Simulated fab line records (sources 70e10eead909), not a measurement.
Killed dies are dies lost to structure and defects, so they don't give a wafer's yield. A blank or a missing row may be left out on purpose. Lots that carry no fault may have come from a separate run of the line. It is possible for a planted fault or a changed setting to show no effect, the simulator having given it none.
Which tool was responsible?	flow nand-harc	Sampling: 13 lots, 39 wafers, 5 of 1302 route steps

## WHAT THE GAUGES READ, wafer by wafer
NHARC_P_BONDPAD_THK_MEAS_33: measures by ellipsometry.
lot	measured	on	thk-nm (nm)
L192	day 6 13:23	film-metro-01	202.0 199.2 199.1
L193	day 6 21:21	film-metro-01	199.6 200.6 201.9
L197	day 8 12:46	film-metro-01	199.9 197.0 198.9
L198	day 9 04:50	film-metro-01	197.8 199.2 201.8
L200	day 9 20:25	film-metro-02	197.4 200.0 198.2
L205	day 11 20:41	film-metro-02	200.8 199.7 200.4
L206	day 12 23:01	film-metro-02	196.5 197.9 196.2
L207	day 13 00:05	film-metro-02	198.9 201.1 201.4
L210	day 14 02:18	film-metro-01	201.2 197.1 201.6
L212	day 14 19:04	film-metro-02	198.4 199.9 199.6
L213	day 15 11:23	film-metro-02	199.2 199.9 199.5
L214	day 15 15:38	film-metro-01	201.7 201.1 202.5
L215	day 15 22:54	film-metro-02	201.1 201.8 199.6

NHARC_P_BONDPAD_CD_MEAS_13.
lot	measured	on	cd-nm (nm)
L192	day 6 14:21	cd-sem-03	496.8 496.6 493.0
L193	day 6 22:26	cd-sem-02	503.0 502.7 501.4
L197	day 8 13:52	cd-sem-01	499.8 494.8 500.2
L198	day 9 05:49	cd-sem-01	499.6 498.1 501.6
L200	day 9 21:23	cd-sem-03	496.4 494.1 498.3
L205	day 11 21:46	cd-sem-02	500.9 500.0 498.5
L206	day 13 00:10	cd-sem-01	498.3 501.6 499.4
L207	day 13 01:13	cd-sem-02	496.9 500.1 498.0
L210	day 14 03:24	cd-sem-03	502.0 501.5 495.9
L212	day 14 20:03	cd-sem-03	503.1 503.9 502.7
L213	day 15 12:31	cd-sem-02	496.9 496.1 497.2
L214	day 15 16:44	cd-sem-01	503.2 502.5 502.3
L215	day 15 23:59	cd-sem-02	499.5 499.0 500.9

NHARC_END_SORT_01.
lot	measured	on	defect-limited-yield (%)	killed-at-array	killed-at-other	killed-at-periphery	killed-dies	killed-open	killed-short
L192	day 24 13:38	prober-01	91.3 88.2 90.5	55 70 58	0 2 1	4 8 5	59 80 64	2 2 3	5 2 3
L193	day 24 05:52	prober-01	90.8 90.5 90.7	61 62 62	0 0 0	1 2 1	62 64 63	6 5 2	1 2 4
L197	day 26 18:41	prober-01	88.0 86.9 87.3	79 83 82	0 2 1	2 4 3	81 89 86	4 8 1	4 1 1
L198	day 28 01:52	prober-02	87.6 87.0 88.9	79 87 72	0 1 1	5 0 2	84 88 75	5 6 3	3 2 0
L200	day 27 23:36	prober-01	91.6 88.5 89.4	48 69 65	1 0 0	8 9 7	57 78 72	2 7 7	2 3 3
L205	day 29 03:23	prober-02	86.7 86.3 85.1	78 88 96	0 0 0	12 5 5	90 93 101	5 2 2	1 1 2
L206	day 31 13:26	prober-01	88.6 88.6 90.7	71 70 60	1 0 0	5 7 3	77 77 63	3 1 5	4 3 2
L207	day 30 19:26	prober-01	94.1 90.5 92.8	36 59 43	3 4 3	1 1 3	40 64 49	0 0 4	1 3 3
L210	day 32 03:33	prober-02	91.6 91.6 90.7	54 52 61	0 0 0	3 5 2	57 57 63	5 2 5	3 4 0
L212	day 32 03:32	prober-01	90.8 87.1 86.3	56 81 87	3 2 0	3 4 6	62 87 93	2 6 2	0 4 6
L213	day 33 15:49	prober-02	90.5 89.2 87.3	62 71 79	0 1 3	2 1 4	64 73 86	2 6 3	1 2 2
L214	day 33 07:13	prober-01	92.5 90.7 92.6	40 58 44	4 0 1	7 5 5	51 63 50	2 2 2	5 8 1
L215	day 34 00:46	prober-01	90.8 91.4 92.8	59 55 42	2 3 1	1 0 6	62 58 49	1 2 4	2 2 2

## EACH LOT AND THE TOOL THAT RAN IT (in order: tool; ch and the chambers of the sampled wafers; start)
lot	NHARC_P_BONDPAD_ETCH_24	NHARC_P_BONDPAD_ANNEAL_28
L192	rie-diel-03 ch 1,3, day 6 14:34	rtp-anneal-02 ch 0, day 6 15:42
L193	rie-diel-09 ch 0,1,3, day 6 22:41	rtp-anneal-01 ch 0, day 6 23:48
L197	rie-diel-03 ch 1,2, day 8 14:05	rtp-anneal-01 ch 0, day 8 15:30
L198	rie-diel-12 ch 2,3, day 9 06:28	rtp-anneal-01 ch 0, day 9 07:47
L200	rie-diel-12 ch 1,3, day 9 21:37	rtp-anneal-01 ch 0, day 9 22:50
L205	rie-diel-12 ch 0,1, day 11 22:00	rtp-anneal-02 ch 0, day 11 23:11
L206	rie-diel-12 ch 0,2,3, day 13 00:25	rtp-anneal-02 ch 0, day 13 01:37
L207	rie-diel-09 ch 0,2,3, day 13 01:26	rtp-anneal-01 ch 0, day 13 02:41
L210	rie-diel-12 ch 1,2,3, day 14 03:38	rtp-anneal-02 ch 0, day 14 04:46
L212	rie-diel-09 ch 0,2, day 14 20:17	rtp-anneal-01 ch 0, day 14 21:25
L213	rie-diel-09 ch 0,1,2, day 15 12:46	rtp-anneal-02 ch 0, day 15 13:58
L214	rie-diel-03 ch 2,3, day 15 16:59	rtp-anneal-02 ch 0, day 15 18:09
L215	rie-diel-03 ch 0,1,3, day 16 00:13	rtp-anneal-01 ch 0, day 16 01:23
- NHARC_P_BONDPAD_ETCH_24: etches the open film in CF4/N2, target depth 30 nm, time 72.99 s.
- NHARC_P_BONDPAD_ANNEAL_28: time 90 s.

## AS READ BY THE TOOLS THEMSELVES (means over the sampled wafers that have a number; for cases with no such wafer, the mark the record gives instead)
NHARC_P_BONDPAD_ETCH_24.
lot	tool	drypump-motor-current-A (A)	oes-product-au (a.u.)	rf-vpp-V (V)	run-length-s (s)	showerhead-plenum-p-Torr (Torr)	throttle-valve-pct (%)
L192	rie-diel-03	5.7	0.990	312.4	94.2	2.53	19.790
L193	rie-diel-09	6.3	0.999	313.8	94.7	2.59	19.793
L197	rie-diel-03	6.1	1.005	314.5	94.4	2.64	19.782
L198	rie-diel-12	5.6	0.992	315.2	94.6	2.66	19.796
L200	rie-diel-12	6.0	1.006	315.9	94.9	2.73	19.805
L205	rie-diel-12	6.3	1.002	316.7	94.8	2.79	19.789
L206	rie-diel-12	5.7	1.000	315.2	93.9	2.68	19.802
L207	rie-diel-09	6.3	0.990	313.1	94.6	2.58	19.797
L210	rie-diel-12	5.8	1.000	315.3	93.9	2.69	19.794
L212	rie-diel-09	6.3	0.995	312.9	94.8	2.57	19.799
L213	rie-diel-09	6.2	0.999	313.8	94.6	2.63	19.793
L214	rie-diel-03	5.9	0.990	312.8	94.5	2.52	19.800
L215	rie-diel-03	5.6	1.001	312.5	94.3	2.56	19.789

NHARC_P_BONDPAD_ANNEAL_28.
lot	tool	wafer_temp_C_max
L192	rtp-anneal-02	226.6
L193	rtp-anneal-01	225.6
L197	rtp-anneal-01	225.9
L198	rtp-anneal-01	225.8
L200	rtp-anneal-01	225.9
L205	rtp-anneal-02	226.5
L206	rtp-anneal-02	226.9
L207	rtp-anneal-01	225.6
L210	rtp-anneal-02	227.1
L212	rtp-anneal-01	226.0
L213	rtp-anneal-02	226.5
L214	rtp-anneal-02	226.6
L215	rtp-anneal-01	226.1

## THE ANSWER, worked out from the rows above alone
Rule: usual is defined by the lots themselves. The widest of any qualifying gaps counts: lots, ordered by their means at a reading, are off when they make up no more than a third of the lots, leave a main group of 4 or more, and stand apart from it by 3 or more times the standard deviation of that group's means. A main group whose means are all the same, to the digits that the tables above print for the reading, isn't used. A lot without any number at a reading at which 4 lots or more have one is off too. Where the step has rows for the other lots, those lots are counted as sound. First the gauges in route order, then the tools' own readings, where a lot's mean is used as printed above. At the first step where some lot is off, the reading lying furthest off is the one used; lots without a number count as furthest.
Across all readings shown, no lot is off: no conclusion can be drawn from this.

## WHAT THE SIMULATOR HAD PUT IN
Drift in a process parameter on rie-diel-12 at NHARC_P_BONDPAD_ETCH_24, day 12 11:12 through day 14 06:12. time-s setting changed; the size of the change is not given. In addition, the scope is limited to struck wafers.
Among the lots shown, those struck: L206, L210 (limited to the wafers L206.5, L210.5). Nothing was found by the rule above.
